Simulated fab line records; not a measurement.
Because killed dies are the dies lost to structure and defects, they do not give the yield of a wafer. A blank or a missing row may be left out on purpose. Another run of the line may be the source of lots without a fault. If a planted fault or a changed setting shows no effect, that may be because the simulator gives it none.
Which of the tools did it? / flow nand-harc / Sampling: 11 lots, 33 wafers, 6 of 1159 route steps

== WHAT THE GAUGES READ, wafer by wafer ==
NHARC_P_GATE_CD_MEAS_91 targets a cd of 2000 nm. Usual: cd-nm 2000.4 nm, standard deviation 1.2.
lot=L872; measured=day 5 02:47; on=cd-sem-03; cd-nm (nm)=2000.0 2001.1 2000.4; flag=
lot=L874; measured=day 5 15:50; on=cd-sem-03; cd-nm (nm)=2001.5 2000.6 2000.6; flag=
lot=L875; measured=day 5 22:37; on=cd-sem-03; cd-nm (nm)=2000.6 2000.4 2002.2; flag=
lot=L876; measured=day 6 18:46; on=cd-sem-02; cd-nm (nm)=2000.1 2002.1 2001.0; flag=
lot=L881; measured=day 7 12:56; on=cd-sem-03; cd-nm (nm)=2002.2 2000.6 1999.0; flag=
lot=L885; measured=day 8 14:12; on=cd-sem-03; cd-nm (nm)=2000.8 2000.5 2001.7; flag=
lot=L883; measured=day 8 14:33; on=cd-sem-02; cd-nm (nm)=2068.5 2066.6 2069.1 2068.7 2066.7 2068.9; flag=OFF
lot=L892; measured=day 10 08:43; on=cd-sem-01; cd-nm (nm)=1999.1 2000.3 2001.3; flag=
lot=L893; measured=day 10 12:39; on=cd-sem-02; cd-nm (nm)=2000.6 2001.3 2000.1; flag=
lot=L895; measured=day 10 19:41; on=cd-sem-03; cd-nm (nm)=2000.9 2000.9 2000.5; flag=
lot=L894; measured=day 10 20:18; on=cd-sem-01; cd-nm (nm)=2001.2 1999.9 1999.8; flag=

NHARC_END_SORT_01. Usual: defect-limited-yield 95.2 %, standard deviation 1.4; killed-at-array 28, standard deviation 8.9; killed-at-other 0.8, standard deviation 1.2; killed-at-periphery 3.3, standard deviation 2.3; killed-dies 32, standard deviation 9.4; killed-open 3.2, standard deviation 1.8; killed-short 1.9, standard deviation 1.4; sort_bin_2_pct 1.4 %, standard deviation 0.56; sort_bin_3_pct 0.26 %, standard deviation 0.21; sort_bin_4_pct 3.1 %, standard deviation 1; sort-n-pass 645, standard deviation 9.4; sort-rim-yield-pct 95.7 %, standard deviation 2.4; sort-yield-pct 95.2 %, standard deviation 1.4.
lot=L872; measured=day 19 18:21; on=prober-01; defect-limited-yield (%)=96.9 96.5 96.5; killed-at-array=19 19 19; killed-at-other=1 0 0; killed-at-periphery=1 5 5; killed-dies=21 24 24; killed-open=3 3 4; killed-short=0 0 1; sort_bin_2_pct (%)=0.7 0.7 1.5; sort_bin_3_pct (%)=0.30 0.15 0.15; sort_bin_4_pct (%)=2.1 2.7 1.9; sort-n-pass=656 653 653; sort-rim-yield-pct (%)=96.2 97.2 95.3; sort-yield-pct (%)=96.9 96.5 96.5; flag=
lot=L875; measured=day 20 01:22; on=prober-01; defect-limited-yield (%)=94.8 94.8 95.6; killed-at-array=32 30 30; killed-at-other=1 1 0; killed-at-periphery=2 4 0; killed-dies=35 35 30; killed-open=9 5 1; killed-short=1 4 0; sort_bin_2_pct (%)=1.6 1.0 1.3; sort_bin_3_pct (%)=0.15 0.15 0.30; sort_bin_4_pct (%)=3.4 4.0 2.8; sort-n-pass=642 642 647; sort-rim-yield-pct (%)=97.2 97.2 96.2; sort-yield-pct (%)=94.8 94.8 95.6; flag=
lot=L876; measured=day 20 11:47; on=prober-02; defect-limited-yield (%)=96.6 95.0 95.9; killed-at-array=19 26 20; killed-at-other=0 1 0; killed-at-periphery=4 7 8; killed-dies=23 34 28; killed-open=2 1 4; killed-short=2 1 2; sort_bin_2_pct (%)=1.0 2.1 2.4; sort_bin_3_pct (%)=0 0.44 0.30; sort_bin_4_pct (%)=2.4 2.5 1.5; sort-n-pass=654 643 649; sort-rim-yield-pct (%)=93.4 94.3 98.1; sort-yield-pct (%)=96.6 95.0 95.9; flag=
lot=L881; measured=day 21 14:48; on=prober-01; defect-limited-yield (%)=95.7 96.6 97.8; killed-at-array=25 21 14; killed-at-other=3 2 0; killed-at-periphery=1 0 1; killed-dies=29 23 15; killed-open=1 2 3; killed-short=3 1 1; sort_bin_2_pct (%)=1.2 0.9 0.3; sort_bin_3_pct (%)=0.15 0.15 0.15; sort_bin_4_pct (%)=3.0 2.4 1.8; sort-n-pass=648 654 662; sort-rim-yield-pct (%)=94.3 97.2 98.1; sort-yield-pct (%)=95.7 96.6 97.8; flag=
lot=L885; measured=day 22 14:16; on=prober-02; defect-limited-yield (%)=94.8 95.6 94.5; killed-at-array=32 26 35; killed-at-other=1 3 1; killed-at-periphery=2 1 1; killed-dies=35 30 37; killed-open=6 3 2; killed-short=2 2 3; sort_bin_2_pct (%)=1.8 1.6 2.4; sort_bin_3_pct (%)=0.15 0.59 0.30; sort_bin_4_pct (%)=3.2 2.2 2.8; sort-n-pass=642 647 640; sort-rim-yield-pct (%)=98.1 97.2 94.3; sort-yield-pct (%)=94.8 95.6 94.5; flag=

== TOOL THAT RAN EACH LOT (tool first, then ch and the chambers of the sampled wafers, then the start) ==
lot=L872; NHARC_P_GATE_HM_OPEN_105=rie-diel-10 ch 1,2, day 5 02:38 or earlier; NHARC_P_GATE_EXPOSE_88=krf-scanner-02 ch 0, day 5 02:38; NHARC_P_GATE_DESCUM_93=rie-diel-10 ch 0,3, day 5 02:57; NHARC_P_GATE_RTA_64=rtp-anneal-02 ch 0, day 5 04:40
lot=L874; NHARC_P_GATE_HM_OPEN_105=rie-diel-04 ch 1,2,3, day 5 15:40 or earlier; NHARC_P_GATE_EXPOSE_88=krf-scanner-02 ch 0, day 5 15:40; NHARC_P_GATE_DESCUM_93=rie-diel-01 ch 0,1, day 5 16:04; NHARC_P_GATE_RTA_64=rtp-anneal-01 ch 0, day 5 18:06
lot=L875; NHARC_P_GATE_HM_OPEN_105=rie-diel-10 ch 1,2,3, day 5 22:28 or earlier; NHARC_P_GATE_EXPOSE_88=krf-scanner-01 ch 0, day 5 22:28; NHARC_P_GATE_DESCUM_93=rie-diel-01 ch 0,1,3, day 5 22:47; NHARC_P_GATE_RTA_64=rtp-anneal-01 ch 0, day 6 00:29
lot=L876; NHARC_P_GATE_HM_OPEN_105=rie-diel-04 ch 0,2,3, day 6 18:36 or earlier; NHARC_P_GATE_EXPOSE_88=krf-scanner-02 ch 0, day 6 18:36; NHARC_P_GATE_DESCUM_93=rie-diel-04 ch 0,1, day 6 18:55; NHARC_P_GATE_RTA_64=rtp-anneal-02 ch 0, day 6 20:46
lot=L881; NHARC_P_GATE_HM_OPEN_105=rie-diel-04 ch 0,1,3, day 7 12:46 or earlier; NHARC_P_GATE_EXPOSE_88=krf-scanner-01 ch 0, day 7 12:46; NHARC_P_GATE_DESCUM_93=rie-diel-10 ch 2,3, day 7 13:05; NHARC_P_GATE_RTA_64=rtp-anneal-02 ch 0, day 7 14:44
lot=L885; NHARC_P_GATE_HM_OPEN_105=rie-diel-04 ch 0,3, day 8 14:02 or earlier; NHARC_P_GATE_EXPOSE_88=krf-scanner-04 ch 0, day 8 14:02; NHARC_P_GATE_DESCUM_93=rie-diel-04 ch 0,2,3, day 8 14:22; NHARC_P_GATE_RTA_64=rtp-anneal-02 ch 0, day 8 16:00
lot=L883; NHARC_P_GATE_HM_OPEN_105=rie-diel-04 ch 0,2, day 8 14:23 or earlier; NHARC_P_GATE_EXPOSE_88=krf-scanner-02 ch 0, day 8 14:23; NHARC_P_GATE_DESCUM_93=-; NHARC_P_GATE_RTA_64=-
lot=L892; NHARC_P_GATE_HM_OPEN_105=rie-diel-04 ch 0,2, day 10 08:34 or earlier; NHARC_P_GATE_EXPOSE_88=krf-scanner-01 ch 0, day 10 08:34; NHARC_P_GATE_DESCUM_93=rie-diel-04 ch 1,2,3, day 10 08:53; NHARC_P_GATE_RTA_64=rtp-anneal-01 ch 0, day 10 10:35
lot=L893; NHARC_P_GATE_HM_OPEN_105=rie-diel-01 ch 0,2,3, day 10 12:29 or earlier; NHARC_P_GATE_EXPOSE_88=krf-scanner-02 ch 0, day 10 12:29; NHARC_P_GATE_DESCUM_93=rie-diel-04 ch 0,1,2, day 10 12:50; NHARC_P_GATE_RTA_64=rtp-anneal-02 ch 0, day 10 14:28
lot=L895; NHARC_P_GATE_HM_OPEN_105=rie-diel-04 ch 0,2, day 10 19:32 or earlier; NHARC_P_GATE_EXPOSE_88=krf-scanner-04 ch 0, day 10 19:32; NHARC_P_GATE_DESCUM_93=rie-diel-04 ch 0,1,3, day 10 19:52; NHARC_P_GATE_RTA_64=rtp-anneal-01 ch 0, day 10 21:30
lot=L894; NHARC_P_GATE_HM_OPEN_105=rie-diel-04 ch 0,3, day 10 20:09 or earlier; NHARC_P_GATE_EXPOSE_88=krf-scanner-01 ch 0, day 10 20:09; NHARC_P_GATE_DESCUM_93=rie-diel-10 ch 0,1,2, day 10 20:31; NHARC_P_GATE_RTA_64=rtp-anneal-01 ch 0, day 10 22:08
- NHARC_P_GATE_HM_OPEN_105: chemistry O2/COS, target depth 360 nm.
- NHARC_P_GATE_EXPOSE_88: exposes mask P HVN, target cd 2000 nm.
- NHARC_P_GATE_DESCUM_93: chemistry O2, time 3 s.
- NHARC_P_GATE_RTA_64: time 1 s.

== AS READ BY THE TOOLS THEMSELVES (means over the sampled wafers that have a number; for cases with no such wafer, the mark the record gives instead) ==
NHARC_P_GATE_HM_OPEN_105. Usual: drypump-motor-current-A 5.7 A, standard deviation 0.46; oes-product-au 1.000 a.u., standard deviation 0.0074; rf-vpp-V 468 V, standard deviation 3.3; showerhead-plenum-p-Torr 3.14 Torr, standard deviation 0.15; throttle-valve-pct 28.331 %, standard deviation 0.0076.
lot=L872; tool=rie-diel-10; drypump-motor-current-A (A)=5.6; oes-product-au (a.u.)=1.001; rf-vpp-V (V)=465; showerhead-plenum-p-Torr (Torr)=3.04; throttle-valve-pct (%)=28.333; flag=
lot=L874; tool=rie-diel-04; drypump-motor-current-A (A)=5.9; oes-product-au (a.u.)=1.004; rf-vpp-V (V)=467; showerhead-plenum-p-Torr (Torr)=3.15; throttle-valve-pct (%)=28.327; flag=
lot=L875; tool=rie-diel-10; drypump-motor-current-A (A)=5.6; oes-product-au (a.u.)=0.998; rf-vpp-V (V)=467; showerhead-plenum-p-Torr (Torr)=3.16; throttle-valve-pct (%)=28.335; flag=
lot=L876; tool=rie-diel-04; drypump-motor-current-A (A)=5.9; oes-product-au (a.u.)=0.995; rf-vpp-V (V)=468; showerhead-plenum-p-Torr (Torr)=3.19; throttle-valve-pct (%)=28.327; flag=
lot=L881; tool=rie-diel-04; drypump-motor-current-A (A)=5.6; oes-product-au (a.u.)=0.992; rf-vpp-V (V)=470; showerhead-plenum-p-Torr (Torr)=3.23; throttle-valve-pct (%)=28.331; flag=
lot=L885; tool=rie-diel-04; drypump-motor-current-A (A)=5.4; oes-product-au (a.u.)=1.005; rf-vpp-V (V)=470; showerhead-plenum-p-Torr (Torr)=3.28; throttle-valve-pct (%)=28.338; flag=
lot=L883; tool=rie-diel-04; drypump-motor-current-A (A)=6.0; oes-product-au (a.u.)=1.002; rf-vpp-V (V)=468; showerhead-plenum-p-Torr (Torr)=3.17; throttle-valve-pct (%)=28.336; flag=
lot=L892; tool=rie-diel-04; drypump-motor-current-A (A)=6.0; oes-product-au (a.u.)=1.005; rf-vpp-V (V)=469; showerhead-plenum-p-Torr (Torr)=3.17; throttle-valve-pct (%)=28.324; flag=
lot=L893; tool=rie-diel-01; drypump-motor-current-A (A)=5.3; oes-product-au (a.u.)=0.994; rf-vpp-V (V)=464; showerhead-plenum-p-Torr (Torr)=2.98; throttle-valve-pct (%)=28.330; flag=
lot=L895; tool=rie-diel-04; drypump-motor-current-A (A)=6.0; oes-product-au (a.u.)=0.999; rf-vpp-V (V)=468; showerhead-plenum-p-Torr (Torr)=3.17; throttle-valve-pct (%)=28.327; flag=
lot=L894; tool=rie-diel-04; drypump-motor-current-A (A)=5.6; oes-product-au (a.u.)=1.013; rf-vpp-V (V)=471; showerhead-plenum-p-Torr (Torr)=3.27; throttle-valve-pct (%)=28.323; flag=

NHARC_P_GATE_DESCUM_93. Usual: drypump-motor-current-A 5.7 A, standard deviation 0.45; oes-product-au 0.998 a.u., standard deviation 0.007; rf-vpp-V 57.9 V, standard deviation 0.91; showerhead-plenum-p-Torr 1.93 Torr, standard deviation 0.095; throttle-valve-pct 11.310 %, standard deviation 0.0084.
lot=L872; tool=rie-diel-10; drypump-motor-current-A (A)=5.2; oes-product-au (a.u.)=0.997; rf-vpp-V (V)=57.1; showerhead-plenum-p-Torr (Torr)=1.89; throttle-valve-pct (%)=11.308; flag=
lot=L874; tool=rie-diel-01; drypump-motor-current-A (A)=5.7; oes-product-au (a.u.)=0.999; rf-vpp-V (V)=57.5; showerhead-plenum-p-Torr (Torr)=1.91; throttle-valve-pct (%)=11.309; flag=
lot=L875; tool=rie-diel-01; drypump-motor-current-A (A)=5.5; oes-product-au (a.u.)=0.997; rf-vpp-V (V)=57.6; showerhead-plenum-p-Torr (Torr)=1.89; throttle-valve-pct (%)=11.306; flag=
lot=L876; tool=rie-diel-04; drypump-motor-current-A (A)=5.7; oes-product-au (a.u.)=0.996; rf-vpp-V (V)=58.0; showerhead-plenum-p-Torr (Torr)=1.96; throttle-valve-pct (%)=11.311; flag=
lot=L881; tool=rie-diel-10; drypump-motor-current-A (A)=5.6; oes-product-au (a.u.)=1.001; rf-vpp-V (V)=58.2; showerhead-plenum-p-Torr (Torr)=2.01; throttle-valve-pct (%)=11.301; flag=
lot=L885; tool=rie-diel-04; drypump-motor-current-A (A)=5.9; oes-product-au (a.u.)=1.012; rf-vpp-V (V)=57.8; showerhead-plenum-p-Torr (Torr)=1.95; throttle-valve-pct (%)=11.323; flag=
lot=L892; tool=rie-diel-04; drypump-motor-current-A (A)=5.8; oes-product-au (a.u.)=0.998; rf-vpp-V (V)=58.3; showerhead-plenum-p-Torr (Torr)=1.92; throttle-valve-pct (%)=11.309; flag=
lot=L893; tool=rie-diel-04; drypump-motor-current-A (A)=6.0; oes-product-au (a.u.)=1.000; rf-vpp-V (V)=58.5; showerhead-plenum-p-Torr (Torr)=1.92; throttle-valve-pct (%)=11.316; flag=
lot=L895; tool=rie-diel-04; drypump-motor-current-A (A)=5.5; oes-product-au (a.u.)=0.999; rf-vpp-V (V)=57.7; showerhead-plenum-p-Torr (Torr)=1.98; throttle-valve-pct (%)=11.316; flag=
lot=L894; tool=rie-diel-10; drypump-motor-current-A (A)=5.6; oes-product-au (a.u.)=1.002; rf-vpp-V (V)=58.1; showerhead-plenum-p-Torr (Torr)=1.97; throttle-valve-pct (%)=11.305; flag=

NHARC_P_GATE_RTA_64. Usual: lamp-power-pct 35 %, standard deviation 4.3; wafer_temp_C_max 1055.0, standard deviation 1.5.
lot=L872; tool=rtp-anneal-02; lamp-power-pct (%)=30; wafer_temp_C_max=1053.9; flag=
lot=L874; tool=rtp-anneal-01; lamp-power-pct (%)=39; wafer_temp_C_max=1055.5; flag=
lot=L875; tool=rtp-anneal-01; lamp-power-pct (%)=39; wafer_temp_C_max=1055.6; flag=
lot=L876; tool=rtp-anneal-02; lamp-power-pct (%)=30; wafer_temp_C_max=1054.3; flag=
lot=L881; tool=rtp-anneal-02; lamp-power-pct (%)=30; wafer_temp_C_max=1055.0; flag=
lot=L885; tool=rtp-anneal-02; lamp-power-pct (%)=30; wafer_temp_C_max=1053.3; flag=
lot=L892; tool=rtp-anneal-01; lamp-power-pct (%)=39; wafer_temp_C_max=1056.2; flag=
lot=L893; tool=rtp-anneal-02; lamp-power-pct (%)=30; wafer_temp_C_max=1053.7; flag=
lot=L895; tool=rtp-anneal-01; lamp-power-pct (%)=39; wafer_temp_C_max=1057.9; flag=
lot=L894; tool=rtp-anneal-01; lamp-power-pct (%)=39; wafer_temp_C_max=1055.9; flag=

== THE ANSWER, worked out from the rows above alone ==
Rule: lot off if the mean of its wafers having a number is beyond 3 standard deviations from the usual mean. A lot without any number at a reading at which 4 lots or more have one is off too. All remaining lots with rows at the step are treated as sound. Order of review: gauges by route order, followed by the tools' own readings, for which a lot's mean as printed above is used. At the first step where some lot is off, the reading lying furthest off is the one used; lots without a number count as furthest.
Off: L883, at NHARC_P_GATE_CD_MEAS_91 (cd-nm).
A tool fits if, at a process step before that reading, it ran every lot that is off, and no sound lot after the first of them. The gauges at NHARC_P_GATE_CD_MEAS_91 are tried like those tools. NHARC_P_GATE_HM_OPEN_105: start missing for some lots; hours and lot order therefore follow NHARC_P_GATE_EXPOSE_88. Not one of the candidates tried fits.

== WHAT THE SIMULATOR HAD INSERTED ==
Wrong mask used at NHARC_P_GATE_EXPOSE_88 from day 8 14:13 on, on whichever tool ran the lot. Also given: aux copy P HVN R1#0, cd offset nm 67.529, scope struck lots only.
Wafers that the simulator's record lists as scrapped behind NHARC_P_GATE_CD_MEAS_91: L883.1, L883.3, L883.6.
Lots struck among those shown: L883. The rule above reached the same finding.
